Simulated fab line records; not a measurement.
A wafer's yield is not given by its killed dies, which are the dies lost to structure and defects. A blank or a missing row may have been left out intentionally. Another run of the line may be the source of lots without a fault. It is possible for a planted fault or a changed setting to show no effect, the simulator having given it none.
fab line records / flow n5-finfet / part 2 of 2: steps 5 to 6 of 6
record lots=23 wafers=69 last-day=18
route steps=1938 shown BEOL_M1@811 BEOL_M2@863
lots that met no fault: from a run of the same line without faults
start-h: hours from the record's opening day to when the first of the lot's shown wafers began / wait-h: hours since the lot's step before / " unchanged from the row above / L1.1+2: a single row standing in for several wafers / - no value present, or no start provided / * or withheld: withheld / < > ~ a bound
route shown NAME@n: a module of which the file shows steps, and the number in the route of the first / usual: the fault-free wafers' mean and standard deviation / same: alike in all rows / chamber/n: place in a boat / sites: readings site by site / _std_site: their standard deviation / _edge_site: outer sites' mean less inner sites' / radius-mm: how far each site lies from the wafer's centre / mask NAME#n: copy n / behind: the most recent tool/chamber to have shaped the wafer / hold: why the lot went on hold/how many hours it stayed there/how the hold came to an end / device: names the non-switching transistor (n, p or np) / end of line: the tests these same wafers got at the end of their route / a step without rows: its recipe alone / killed: not the wafer's yield, but the dies lost to structure and defects at the first sort / map: the dies of a wafer, with x for killed, . for not killed, _ for no die there
set.NAME: the setting as run; set.NAME@STEP: as run at that earlier step / model.NAME: the simulator's own value behind a step, which no gauge read
steps of the route over a sample of lots; a table a step, a row a wafer
services: the hour from which a tool's chamber was out of use, counted from the record's first day as start-h (under 0 if before that day), plus the number of hours and why
## steps
# step N5_BEOL_M2_CD_MEAS_28
# recipe target-cd-nm=26.2 landing-energy-ev=500 detector=se-inlens target-cd-y-nm=24.1 polarity=opening
# usual cd-nm=26.16/0.29
lot.wafer=L074.1 tool=cd-sem-02 chamber=0 start-h=132.01 wait-h=- cd-nm=26.39
lot.wafer=L074.4 tool=cd-sem-02 chamber=0 start-h=132.01 wait-h=- cd-nm=26.23
lot.wafer=L074.5 tool=cd-sem-02 chamber=0 start-h=132.01 wait-h=- cd-nm=26.42
lot.wafer=L075.3 tool=cd-sem-03 chamber=0 start-h=143.26 wait-h=- cd-nm=26.18
lot.wafer=L075.4 tool=cd-sem-03 chamber=0 start-h=143.26 wait-h=- cd-nm=26.30
lot.wafer=L075.6 tool=cd-sem-03 chamber=0 start-h=143.26 wait-h=- cd-nm=26.03
lot.wafer=L076.2 tool=cd-sem-02 chamber=0 start-h=145.10 wait-h=- cd-nm=26.44
lot.wafer=L076.3 tool=cd-sem-02 chamber=0 start-h=145.10 wait-h=- cd-nm=26.43
lot.wafer=L076.5 tool=cd-sem-02 chamber=0 start-h=145.10 wait-h=- cd-nm=26.64
lot.wafer=L077.2 tool=cd-sem-01 chamber=0 start-h=163.81 wait-h=- cd-nm=25.95
lot.wafer=L077.3 tool=cd-sem-01 chamber=0 start-h=163.81 wait-h=- cd-nm=25.67
lot.wafer=L077.5 tool=cd-sem-01 chamber=0 start-h=163.81 wait-h=- cd-nm=26.20
lot.wafer=L078.1 tool=cd-sem-01 chamber=0 start-h=164.37 wait-h=- cd-nm=25.93
lot.wafer=L078.2 tool=cd-sem-01 chamber=0 start-h=164.37 wait-h=- cd-nm=26.02
lot.wafer=L078.6 tool=cd-sem-01 chamber=0 start-h=164.37 wait-h=- cd-nm=26.23
lot.wafer=L079.1 tool=cd-sem-02 chamber=0 start-h=165.20 wait-h=- cd-nm=26.66
lot.wafer=L079.2 tool=cd-sem-02 chamber=0 start-h=165.20 wait-h=- cd-nm=26.79
lot.wafer=L079.5 tool=cd-sem-02 chamber=0 start-h=165.20 wait-h=- cd-nm=26.33
lot.wafer=L080.2 tool=cd-sem-02 chamber=0 start-h=170.97 wait-h=- cd-nm=25.60
lot.wafer=L080.3 tool=cd-sem-02 chamber=0 start-h=170.97 wait-h=- cd-nm=26.10
lot.wafer=L080.5 tool=cd-sem-02 chamber=0 start-h=170.97 wait-h=- cd-nm=25.52
lot.wafer=L081.2 tool=cd-sem-03 chamber=0 start-h=174.86 wait-h=- cd-nm=26.19
lot.wafer=L081.5 tool=cd-sem-03 chamber=0 start-h=174.86 wait-h=- cd-nm=26.26
lot.wafer=L081.6 tool=cd-sem-03 chamber=0 start-h=174.86 wait-h=- cd-nm=25.81
lot.wafer=L082.1 tool=cd-sem-03 chamber=0 start-h=179.75 wait-h=- cd-nm=25.92
lot.wafer=L082.2 tool=cd-sem-03 chamber=0 start-h=179.75 wait-h=- cd-nm=26.20
lot.wafer=L082.3 tool=cd-sem-03 chamber=0 start-h=179.75 wait-h=- cd-nm=26.38
lot.wafer=L083.4 tool=cd-sem-03 chamber=0 start-h=195.03 wait-h=- cd-nm=26.57
lot.wafer=L083.5 tool=cd-sem-03 chamber=0 start-h=195.03 wait-h=- cd-nm=26.51
lot.wafer=L083.6 tool=cd-sem-03 chamber=0 start-h=195.03 wait-h=- cd-nm=26.47
lot.wafer=L085.4 tool=cd-sem-01 chamber=0 start-h=195.63 wait-h=- cd-nm=25.71
lot.wafer=L085.5 tool=cd-sem-01 chamber=0 start-h=195.63 wait-h=- cd-nm=25.46
lot.wafer=L085.6 tool=cd-sem-01 chamber=0 start-h=195.63 wait-h=- cd-nm=26.24
lot.wafer=L084.2 tool=cd-sem-01 chamber=0 start-h=203.02 wait-h=- cd-nm=26.50
lot.wafer=L084.3 tool=cd-sem-01 chamber=0 start-h=203.02 wait-h=- cd-nm=26.22
lot.wafer=L084.4 tool=cd-sem-01 chamber=0 start-h=203.02 wait-h=- cd-nm=25.90
lot.wafer=L086.2 tool=cd-sem-03 chamber=0 start-h=205.84 wait-h=- cd-nm=26.00
lot.wafer=L086.4 tool=cd-sem-03 chamber=0 start-h=205.84 wait-h=- cd-nm=26.11
lot.wafer=L086.5 tool=cd-sem-03 chamber=0 start-h=205.84 wait-h=- cd-nm=25.74
lot.wafer=L087.2 tool=cd-sem-01 chamber=0 start-h=211.77 wait-h=- cd-nm=26.12
lot.wafer=L087.3 tool=cd-sem-01 chamber=0 start-h=211.77 wait-h=- cd-nm=26.01
lot.wafer=L087.6 tool=cd-sem-01 chamber=0 start-h=211.77 wait-h=- cd-nm=26.09
lot.wafer=L090.3 tool=cd-sem-03 chamber=0 start-h=227.35 wait-h=- cd-nm=26.61
lot.wafer=L090.4 tool=cd-sem-03 chamber=0 start-h=227.35 wait-h=- cd-nm=26.21
lot.wafer=L090.6 tool=cd-sem-03 chamber=0 start-h=227.35 wait-h=- cd-nm=26.33
lot.wafer=L089.3 tool=cd-sem-03 chamber=0 start-h=231.29 wait-h=- cd-nm=26.66
lot.wafer=L089.4 tool=cd-sem-03 chamber=0 start-h=231.29 wait-h=- cd-nm=26.31
lot.wafer=L089.5 tool=cd-sem-03 chamber=0 start-h=231.29 wait-h=- cd-nm=26.46
lot.wafer=L092.1 tool=cd-sem-02 chamber=0 start-h=239.32 wait-h=- cd-nm=26.50
lot.wafer=L092.4 tool=cd-sem-02 chamber=0 start-h=239.32 wait-h=- cd-nm=26.06
lot.wafer=L092.6 tool=cd-sem-02 chamber=0 start-h=239.32 wait-h=- cd-nm=25.96
lot.wafer=L091.2 tool=cd-sem-03 chamber=0 start-h=248.68 wait-h=- cd-nm=25.77
lot.wafer=L091.4 tool=cd-sem-03 chamber=0 start-h=248.68 wait-h=- cd-nm=26.68
lot.wafer=L091.5 tool=cd-sem-03 chamber=0 start-h=248.68 wait-h=- cd-nm=25.77
lot.wafer=L093.1 tool=cd-sem-01 chamber=0 start-h=256.65 wait-h=- cd-nm=25.98
lot.wafer=L093.2 tool=cd-sem-01 chamber=0 start-h=256.65 wait-h=- cd-nm=25.81
lot.wafer=L093.6 tool=cd-sem-01 chamber=0 start-h=256.65 wait-h=- cd-nm=26.65
lot.wafer=L094.2 tool=cd-sem-02 chamber=0 start-h=256.94 wait-h=- cd-nm=26.09
lot.wafer=L094.3 tool=cd-sem-02 chamber=0 start-h=256.94 wait-h=- cd-nm=26.16
lot.wafer=L094.6 tool=cd-sem-02 chamber=0 start-h=256.94 wait-h=- cd-nm=26.19
lot.wafer=L095.1 tool=cd-sem-02 chamber=0 start-h=263.56 wait-h=- cd-nm=26.27
lot.wafer=L095.3 tool=cd-sem-02 chamber=0 start-h=263.56 wait-h=- cd-nm=26.23
lot.wafer=L095.5 tool=cd-sem-02 chamber=0 start-h=263.56 wait-h=- cd-nm=26.00
lot.wafer=L096.1 tool=cd-sem-02 chamber=0 start-h=268.25 wait-h=- cd-nm=26.39
lot.wafer=L096.2 tool=cd-sem-02 chamber=0 start-h=268.25 wait-h=- cd-nm=26.43
lot.wafer=L096.5 tool=cd-sem-02 chamber=0 start-h=268.25 wait-h=- cd-nm=26.22
lot.wafer=L097.1 tool=cd-sem-03 chamber=0 start-h=275.44 wait-h=- cd-nm=26.22
lot.wafer=L097.2 tool=cd-sem-03 chamber=0 start-h=275.44 wait-h=- cd-nm=26.09
lot.wafer=L097.4 tool=cd-sem-03 chamber=0 start-h=275.44 wait-h=- cd-nm=26.24
# step N5_BEOL_M2_ETCH_70
# recipe chemistry=N2/H2 target=SOC target-depth-a=800 overetch-a=240 mask-material=SiARC temp-c=40 time-s=130 ion-energy-ev=200 pressure-mtorr=30 source-w=840 bias-w=150 n2-flow-sccm=200 h2-flow-sccm=200
# usual drypump-motor-current-A=5.7/0.53 oes-product-au=0.61/0.058 rf-vpp-V=524.3/2.6 showerhead-plenum-p-Torr=2.55/0.084 throttle-valve-pct=17.70/0.25
# same time-s=130
lot.wafer=L074.1 tool=rie-diel-02 chamber=3 start-h=147.34 wait-h=0.0 drypump-motor-current-A=6.5 oes-product-au=0.52 rf-hours-counter-h=195 rf-vpp-V=524.2 showerhead-plenum-p-Torr=2.53 throttle-valve-pct=17.91
lot.wafer=L074.4 tool=rie-diel-02 chamber=2 start-h=147.34 wait-h=0.0 drypump-motor-current-A=4.7 oes-product-au=0.59 rf-hours-counter-h=108 rf-vpp-V=528.0 showerhead-plenum-p-Torr=2.65 throttle-valve-pct=17.24
lot.wafer=L074.5 tool=rie-diel-02 chamber=0 start-h=147.34 wait-h=0.0 drypump-motor-current-A=5.5 oes-product-au=0.59 rf-hours-counter-h=- rf-vpp-V=523.0 showerhead-plenum-p-Torr=2.58 throttle-valve-pct=17.75
lot.wafer=L075.3 tool=rie-diel-06 chamber=1 start-h=150.80 wait-h=0.0 drypump-motor-current-A=5.5 oes-product-au=0.52 rf-hours-counter-h=228 rf-vpp-V=526.9 showerhead-plenum-p-Torr=2.59 throttle-valve-pct=17.96
lot.wafer=L075.4 tool=rie-diel-06 chamber=0 start-h=150.80 wait-h=0.0 drypump-motor-current-A=4.8 oes-product-au=0.64 rf-hours-counter-h=40 rf-vpp-V=524.6 showerhead-plenum-p-Torr=2.51 throttle-valve-pct=17.91
lot.wafer=L075.6 tool=rie-diel-06 chamber=3 start-h=150.80 wait-h=0.0 drypump-motor-current-A=5.6 oes-product-au=0.51 rf-hours-counter-h=- rf-vpp-V=522.1 showerhead-plenum-p-Torr=2.47 throttle-valve-pct=17.58
lot.wafer=L076.2 tool=rie-diel-02 chamber=0 start-h=154.75 wait-h=0.0 drypump-motor-current-A=5.5 oes-product-au=0.59 rf-hours-counter-h=120 rf-vpp-V=526.4 showerhead-plenum-p-Torr=2.58 throttle-valve-pct=17.76
lot.wafer=L076.3 tool=rie-diel-02 chamber=1 start-h=154.75 wait-h=0.0 drypump-motor-current-A=5.3 oes-product-au=0.56 rf-hours-counter-h=165 rf-vpp-V=523.9 showerhead-plenum-p-Torr=2.54 throttle-valve-pct=17.69
lot.wafer=L076.5 tool=rie-diel-02 chamber=1 start-h=154.75 wait-h=0.0 drypump-motor-current-A=5.3 oes-product-au=0.56 rf-hours-counter-h=- rf-vpp-V=523.9 showerhead-plenum-p-Torr=2.54 throttle-valve-pct=17.68
lot.wafer=L077.2 tool=rie-diel-05 chamber=3 start-h=164.79 wait-h=0.0 drypump-motor-current-A=5.7 oes-product-au=0.69 rf-hours-counter-h=8 rf-vpp-V=523.0 showerhead-plenum-p-Torr=2.50 throttle-valve-pct=17.93
lot.wafer=L077.3 tool=rie-diel-05 chamber=2 start-h=164.79 wait-h=0.0 drypump-motor-current-A=6.5 oes-product-au=0.66 rf-hours-counter-h=27 rf-vpp-V=529.2 showerhead-plenum-p-Torr=2.70 throttle-valve-pct=17.68
lot.wafer=L077.5 tool=rie-diel-05 chamber=3 start-h=164.79 wait-h=0.0 drypump-motor-current-A=5.7 oes-product-au=0.70 rf-hours-counter-h=- rf-vpp-V=523.3 showerhead-plenum-p-Torr=2.50 throttle-valve-pct=17.93
lot.wafer=L078.1 tool=rie-diel-05 chamber=2 start-h=168.33 wait-h=0.0 drypump-motor-current-A=6.4 oes-product-au=0.66 rf-hours-counter-h=28 rf-vpp-V=528.8 showerhead-plenum-p-Torr=2.70 throttle-valve-pct=17.64
lot.wafer=L078.2 tool=rie-diel-05 chamber=3 start-h=168.33 wait-h=0.0 drypump-motor-current-A=5.7 oes-product-au=0.69 rf-hours-counter-h=10 rf-vpp-V=523.2 showerhead-plenum-p-Torr=2.50 throttle-valve-pct=17.95
lot.wafer=L078.6 tool=rie-diel-05 chamber=1 start-h=168.33 wait-h=0.0 drypump-motor-current-A=5.4 oes-product-au=0.51 rf-hours-counter-h=- rf-vpp-V=522.9 showerhead-plenum-p-Torr=2.49 throttle-valve-pct=17.84
lot.wafer=L079.1 tool=rie-diel-02 chamber=1 start-h=173.11 wait-h=0.0 drypump-motor-current-A=5.3 oes-product-au=0.55 rf-hours-counter-h=169 rf-vpp-V=523.3 showerhead-plenum-p-Torr=2.53 throttle-valve-pct=17.67
lot.wafer=L079.2 tool=rie-diel-02 chamber=3 start-h=173.11 wait-h=0.0 drypump-motor-current-A=6.5 oes-product-au=0.51 rf-hours-counter-h=204 rf-vpp-V=523.4 showerhead-plenum-p-Torr=2.53 throttle-valve-pct=17.92
lot.wafer=L079.5 tool=rie-diel-02 chamber=1 start-h=173.11 wait-h=0.0 drypump-motor-current-A=5.3 oes-product-au=0.55 rf-hours-counter-h=- rf-vpp-V=523.9 showerhead-plenum-p-Torr=2.53 throttle-valve-pct=17.68
lot.wafer=L080.2 tool=rie-diel-06 chamber=1 start-h=177.94 wait-h=0.0 drypump-motor-current-A=5.5 oes-product-au=0.51 rf-hours-counter-h=238 rf-vpp-V=525.1 showerhead-plenum-p-Torr=2.58 throttle-valve-pct=17.97
lot.wafer=L080.3 tool=rie-diel-06 chamber=0 start-h=177.94 wait-h=0.0 drypump-motor-current-A=4.9 oes-product-au=0.64 rf-hours-counter-h=48 rf-vpp-V=523.2 showerhead-plenum-p-Torr=2.50 throttle-valve-pct=17.89
lot.wafer=L080.5 tool=rie-diel-06 chamber=0 start-h=177.94 wait-h=0.0 drypump-motor-current-A=4.8 oes-product-au=0.63 rf-hours-counter-h=- rf-vpp-V=522.3 showerhead-plenum-p-Torr=2.50 throttle-valve-pct=17.90
lot.wafer=L081.2 tool=rie-diel-05 chamber=0 start-h=185.91 wait-h=0.0 drypump-motor-current-A=5.5 oes-product-au=0.59 rf-hours-counter-h=114 rf-vpp-V=521.8 showerhead-plenum-p-Torr=2.47 throttle-valve-pct=17.84
lot.wafer=L081.5 tool=rie-diel-05 chamber=0 start-h=185.91 wait-h=0.0 drypump-motor-current-A=5.5 oes-product-au=0.59 rf-hours-counter-h=- rf-vpp-V=522.1 showerhead-plenum-p-Torr=2.47 throttle-valve-pct=17.85
lot.wafer=L081.6 tool=rie-diel-05 chamber=3 start-h=185.91 wait-h=0.0 drypump-motor-current-A=5.7 oes-product-au=0.67 rf-hours-counter-h=- rf-vpp-V=524.1 showerhead-plenum-p-Torr=2.50 throttle-valve-pct=17.97
lot.wafer=L082.1 tool=rie-diel-02 chamber=0 start-h=189.90 wait-h=0.0 drypump-motor-current-A=5.5 oes-product-au=0.57 rf-hours-counter-h=132 rf-vpp-V=523.0 showerhead-plenum-p-Torr=2.57 throttle-valve-pct=17.78
lot.wafer=L082.2 tool=rie-diel-02 chamber=3 start-h=189.90 wait-h=0.0 drypump-motor-current-A=6.5 oes-product-au=0.51 rf-hours-counter-h=210 rf-vpp-V=523.9 showerhead-plenum-p-Torr=2.52 throttle-valve-pct=17.94
lot.wafer=L082.3 tool=rie-diel-02 chamber=2 start-h=189.90 wait-h=0.0 drypump-motor-current-A=4.7 oes-product-au=0.59 rf-hours-counter-h=123 rf-vpp-V=526.3 showerhead-plenum-p-Torr=2.64 throttle-valve-pct=17.28
lot.wafer=L083.4 tool=rie-diel-06 chamber=3 start-h=200.79 wait-h=0.0 drypump-motor-current-A=5.7 oes-product-au=0.72 rf-hours-counter-h=2 rf-vpp-V=523.4 showerhead-plenum-p-Torr=2.47 throttle-valve-pct=17.16
lot.wafer=L083.5 tool=rie-diel-06 chamber=2 start-h=200.79 wait-h=0.0 drypump-motor-current-A=6.4 oes-product-au=0.65 rf-hours-counter-h=- rf-vpp-V=527.2 showerhead-plenum-p-Torr=2.70 throttle-valve-pct=17.47
lot.wafer=L083.6 tool=rie-diel-06 chamber=3 start-h=200.79 wait-h=0.0 drypump-motor-current-A=5.7 oes-product-au=0.71 rf-hours-counter-h=- rf-vpp-V=521.2 showerhead-plenum-p-Torr=2.47 throttle-valve-pct=17.15
lot.wafer=L085.4 tool=rie-diel-02 chamber=1 start-h=203.61 wait-h=0.0 drypump-motor-current-A=5.3 oes-product-au=0.55 rf-hours-counter-h=180 rf-vpp-V=524.2 showerhead-plenum-p-Torr=2.53 throttle-valve-pct=17.69
lot.wafer=L085.5 tool=rie-diel-02 chamber=1 start-h=203.61 wait-h=0.0 drypump-motor-current-A=5.3 oes-product-au=0.54 rf-hours-counter-h=- rf-vpp-V=525.0 showerhead-plenum-p-Torr=2.53 throttle-valve-pct=17.70
lot.wafer=L085.6 tool=rie-diel-02 chamber=2 start-h=203.61 wait-h=0.0 drypump-motor-current-A=4.7 oes-product-au=0.58 rf-hours-counter-h=- rf-vpp-V=526.8 showerhead-plenum-p-Torr=2.64 throttle-valve-pct=17.31
lot.wafer=L084.2 tool=rie-diel-06 chamber=0 start-h=206.40 wait-h=0.0 drypump-motor-current-A=4.8 oes-product-au=0.63 rf-hours-counter-h=60 rf-vpp-V=521.5 showerhead-plenum-p-Torr=2.50 throttle-valve-pct=17.91
lot.wafer=L084.3 tool=rie-diel-06 chamber=1 start-h=206.40 wait-h=0.0 drypump-motor-current-A=5.5 oes-product-au=0.51 rf-hours-counter-h=250 rf-vpp-V=524.8 showerhead-plenum-p-Torr=2.58 throttle-valve-pct=17.98
lot.wafer=L084.4 tool=rie-diel-06 chamber=3 start-h=206.40 wait-h=0.0 drypump-motor-current-A=5.7 oes-product-au=0.71 rf-hours-counter-h=4 rf-vpp-V=523.6 showerhead-plenum-p-Torr=2.47 throttle-valve-pct=17.13
lot.wafer=L086.2 tool=rie-diel-05 chamber=3 start-h=225.34 wait-h=0.0 drypump-motor-current-A=5.8 oes-product-au=0.66 rf-hours-counter-h=25 rf-vpp-V=521.9 showerhead-plenum-p-Torr=2.49 throttle-valve-pct=17.96
lot.wafer=L086.4 tool=rie-diel-05 chamber=3 start-h=225.34 wait-h=0.0 drypump-motor-current-A=5.7 oes-product-au=0.65 rf-hours-counter-h=- rf-vpp-V=521.9 showerhead-plenum-p-Torr=2.49 throttle-valve-pct=18.00
lot.wafer=L086.5 tool=rie-diel-05 chamber=0 start-h=225.34 wait-h=0.0 drypump-motor-current-A=5.5 oes-product-au=0.58 rf-hours-counter-h=- rf-vpp-V=520.8 showerhead-plenum-p-Torr=2.47 throttle-valve-pct=17.85
lot.wafer=L087.2 tool=rie-diel-05 chamber=2 start-h=229.88 wait-h=0.0 drypump-motor-current-A=6.4 oes-product-au=0.64 rf-hours-counter-h=46 rf-vpp-V=527.6 showerhead-plenum-p-Torr=2.69 throttle-valve-pct=17.71
lot.wafer=L087.3 tool=rie-diel-05 chamber=0 start-h=229.88 wait-h=0.0 drypump-motor-current-A=5.5 oes-product-au=0.58 rf-hours-counter-h=126 rf-vpp-V=519.3 showerhead-plenum-p-Torr=2.47 throttle-valve-pct=17.85
lot.wafer=L087.6 tool=rie-diel-05 chamber=3 start-h=229.88 wait-h=0.0 drypump-motor-current-A=5.7 oes-product-au=0.66 rf-hours-counter-h=- rf-vpp-V=522.7 showerhead-plenum-p-Torr=2.49 throttle-valve-pct=17.98
lot.wafer=L090.3 tool=rie-diel-06 chamber=2 start-h=233.27 wait-h=0.0 drypump-motor-current-A=6.4 oes-product-au=0.63 rf-hours-counter-h=49 rf-vpp-V=527.6 showerhead-plenum-p-Torr=2.69 throttle-valve-pct=17.51
lot.wafer=L090.4 tool=rie-diel-06 chamber=0 start-h=233.27 wait-h=0.0 drypump-motor-current-A=4.8 oes-product-au=0.61 rf-hours-counter-h=73 rf-vpp-V=521.5 showerhead-plenum-p-Torr=2.49 throttle-valve-pct=17.94
lot.wafer=L090.6 tool=rie-diel-06 chamber=0 start-h=233.27 wait-h=0.0 drypump-motor-current-A=4.9 oes-product-au=0.61 rf-hours-counter-h=- rf-vpp-V=522.6 showerhead-plenum-p-Torr=2.49 throttle-valve-pct=17.95
lot.wafer=L089.3 tool=rie-diel-05 chamber=2 start-h=237.23 wait-h=0.0 drypump-motor-current-A=6.5 oes-product-au=0.63 rf-hours-counter-h=49 rf-vpp-V=528.8 showerhead-plenum-p-Torr=2.69 throttle-valve-pct=17.71
lot.wafer=L089.4 tool=rie-diel-05 chamber=2 start-h=237.23 wait-h=0.0 drypump-motor-current-A=6.5 oes-product-au=0.64 rf-hours-counter-h=- rf-vpp-V=528.8 showerhead-plenum-p-Torr=2.69 throttle-valve-pct=17.71
lot.wafer=L089.5 tool=rie-diel-05 chamber=0 start-h=237.23 wait-h=0.0 drypump-motor-current-A=5.5 oes-product-au=0.57 rf-hours-counter-h=- rf-vpp-V=521.5 showerhead-plenum-p-Torr=2.47 throttle-valve-pct=17.87
lot.wafer=L092.1 tool=rie-diel-05 chamber=2 start-h=243.01 wait-h=0.0 drypump-motor-current-A=6.5 oes-product-au=0.63 rf-hours-counter-h=51 rf-vpp-V=527.7 showerhead-plenum-p-Torr=2.69 throttle-valve-pct=17.70
lot.wafer=L092.4 tool=rie-diel-05 chamber=1 start-h=243.01 wait-h=0.0 drypump-motor-current-A=5.5 oes-product-au=0.72 rf-hours-counter-h=2 rf-vpp-V=521.2 showerhead-plenum-p-Torr=2.49 throttle-valve-pct=17.46
lot.wafer=L092.6 tool=rie-diel-05 chamber=3 start-h=243.01 wait-h=0.0 drypump-motor-current-A=5.7 oes-product-au=0.66 rf-hours-counter-h=- rf-vpp-V=524.5 showerhead-plenum-p-Torr=2.49 throttle-valve-pct=18.00
lot.wafer=L091.2 tool=rie-diel-06 chamber=0 start-h=252.03 wait-h=0.0 drypump-motor-current-A=4.8 oes-product-au=0.61 rf-hours-counter-h=81 rf-vpp-V=521.1 showerhead-plenum-p-Torr=2.49 throttle-valve-pct=17.97
lot.wafer=L091.4 tool=rie-diel-06 chamber=1 start-h=252.03 wait-h=0.0 drypump-motor-current-A=5.5 oes-product-au=0.68 rf-hours-counter-h=10 rf-vpp-V=524.9 showerhead-plenum-p-Torr=2.57 throttle-valve-pct=17.38
lot.wafer=L091.5 tool=rie-diel-06 chamber=0 start-h=252.03 wait-h=0.0 drypump-motor-current-A=4.9 oes-product-au=0.61 rf-hours-counter-h=- rf-vpp-V=522.7 showerhead-plenum-p-Torr=2.49 throttle-valve-pct=17.95
lot.wafer=L093.1 tool=rie-diel-06 chamber=1 start-h=258.05 wait-h=0.0 drypump-motor-current-A=5.6 oes-product-au=0.67 rf-hours-counter-h=13 rf-vpp-V=527.6 showerhead-plenum-p-Torr=2.57 throttle-valve-pct=17.41
lot.wafer=L093.2 tool=rie-diel-06 chamber=3 start-h=258.05 wait-h=0.0 drypump-motor-current-A=5.7 oes-product-au=0.67 rf-hours-counter-h=27 rf-vpp-V=523.1 showerhead-plenum-p-Torr=2.46 throttle-valve-pct=17.19
lot.wafer=L093.6 tool=rie-diel-06 chamber=2 start-h=258.05 wait-h=0.0 drypump-motor-current-A=6.4 oes-product-au=0.63 rf-hours-counter-h=- rf-vpp-V=528.3 showerhead-plenum-p-Torr=2.68 throttle-valve-pct=17.50
lot.wafer=L094.2 tool=rie-diel-05 chamber=2 start-h=258.08 wait-h=0.0 drypump-motor-current-A=6.5 oes-product-au=0.63 rf-hours-counter-h=57 rf-vpp-V=527.0 showerhead-plenum-p-Torr=2.69 throttle-valve-pct=17.71
lot.wafer=L094.3 tool=rie-diel-05 chamber=1 start-h=258.08 wait-h=0.0 drypump-motor-current-A=5.5 oes-product-au=0.70 rf-hours-counter-h=7 rf-vpp-V=522.8 showerhead-plenum-p-Torr=2.49 throttle-valve-pct=17.46
lot.wafer=L094.6 tool=rie-diel-05 chamber=1 start-h=258.08 wait-h=0.0 drypump-motor-current-A=5.4 oes-product-au=0.71 rf-hours-counter-h=- rf-vpp-V=522.5 showerhead-plenum-p-Torr=2.49 throttle-valve-pct=17.47
lot.wafer=L095.1 tool=rie-diel-05 chamber=2 start-h=275.93 wait-h=0.0 drypump-motor-current-A=6.5 oes-product-au=0.63 rf-hours-counter-h=64 rf-vpp-V=529.8 showerhead-plenum-p-Torr=2.68 throttle-valve-pct=17.75
lot.wafer=L095.3 tool=rie-diel-05 chamber=1 start-h=275.93 wait-h=0.0 drypump-motor-current-A=5.4 oes-product-au=0.68 rf-hours-counter-h=14 rf-vpp-V=523.4 showerhead-plenum-p-Torr=2.49 throttle-valve-pct=17.48
lot.wafer=L095.5 tool=rie-diel-05 chamber=3 start-h=275.93 wait-h=0.0 drypump-motor-current-A=5.7 oes-product-au=0.65 rf-hours-counter-h=- rf-vpp-V=522.4 showerhead-plenum-p-Torr=2.49 throttle-valve-pct=18.01
lot.wafer=L096.1 tool=rie-diel-06 chamber=2 start-h=276.19 wait-h=0.0 drypump-motor-current-A=6.4 oes-product-au=0.61 rf-hours-counter-h=67 rf-vpp-V=527.5 showerhead-plenum-p-Torr=2.68 throttle-valve-pct=17.52
lot.wafer=L096.2 tool=rie-diel-06 chamber=0 start-h=276.19 wait-h=0.0 drypump-motor-current-A=4.8 oes-product-au=0.60 rf-hours-counter-h=86 rf-vpp-V=520.3 showerhead-plenum-p-Torr=2.49 throttle-valve-pct=17.97
lot.wafer=L096.5 tool=rie-diel-06 chamber=1 start-h=276.19 wait-h=0.0 drypump-motor-current-A=5.6 oes-product-au=0.66 rf-hours-counter-h=- rf-vpp-V=526.4 showerhead-plenum-p-Torr=2.57 throttle-valve-pct=17.42
lot.wafer=L097.1 tool=rie-diel-05 chamber=2 start-h=280.99 wait-h=0.0 drypump-motor-current-A=6.5 oes-product-au=0.62 rf-hours-counter-h=66 rf-vpp-V=527.6 showerhead-plenum-p-Torr=2.68 throttle-valve-pct=17.73
lot.wafer=L097.2 tool=rie-diel-05 chamber=1 start-h=280.99 wait-h=0.0 drypump-motor-current-A=5.5 oes-product-au=0.68 rf-hours-counter-h=16 rf-vpp-V=522.5 showerhead-plenum-p-Torr=2.48 throttle-valve-pct=17.48
lot.wafer=L097.4 tool=rie-diel-05 chamber=0 start-h=280.99 wait-h=0.0 drypump-motor-current-A=5.5 oes-product-au=0.57 rf-hours-counter-h=143 rf-vpp-V=522.3 showerhead-plenum-p-Torr=2.46 throttle-valve-pct=17.90
## services
tool=ald-metal-03 chamber=- start-h=105.92 hours=14.6 kind=pm
tool=ald-metal-02 chamber=1 start-h=110.16 hours=20.2 kind=repair
tool=rie-diel-05 chamber=2 start-h=111.68 hours=4.3 kind=repair
tool=cmp-04 chamber=- start-h=127.08 hours=4.0 kind=pm
tool=ald-metal-04 chamber=- start-h=128.74 hours=2.2 kind=repair
tool=pvd-sputter-01 chamber=- start-h=131.79 hours=0.9 kind=repair
tool=rie-diel-05 chamber=0 start-h=153.50 hours=6.6 kind=repair
tool=cmp-02 chamber=- start-h=155.76 hours=3.9 kind=repair
tool=cmp-04 chamber=- start-h=180.72 hours=2.6 kind=repair
tool=cmp-01 chamber=- start-h=197.28 hours=2.3 kind=repair
tool=ald-metal-02 chamber=- start-h=198.18 hours=6.0 kind=pm
tool=rie-diel-05 chamber=- start-h=198.73 hours=14.6 kind=pm
tool=ald-metal-02 chamber=- start-h=205.63 hours=1.7 kind=repair
tool=cmp-04 chamber=- start-h=216.24 hours=0.4 kind=repair
tool=cmp-01 chamber=- start-h=222.06 hours=19.9 kind=pm
tool=ald-metal-02 chamber=0 start-h=222.95 hours=4.6 kind=repair
tool=rie-diel-05 chamber=0 start-h=231.06 hours=1.6 kind=repair
tool=rie-diel-06 chamber=- start-h=236.71 hours=0.9 kind=repair
tool=rie-diel-06 chamber=0 start-h=252.51 hours=12.0 kind=repair
tool=cmp-01 chamber=- start-h=254.51 hours=0.3 kind=repair
tool=rie-diel-02 chamber=3 start-h=262.99 hours=5.7 kind=repair
tool=cmp-04 chamber=- start-h=264.38 hours=0.9 kind=repair
tool=ald-metal-04 chamber=3 start-h=266.68 hours=12.9 kind=repair
tool=rie-diel-02 chamber=- start-h=271.93 hours=0.3 kind=repair
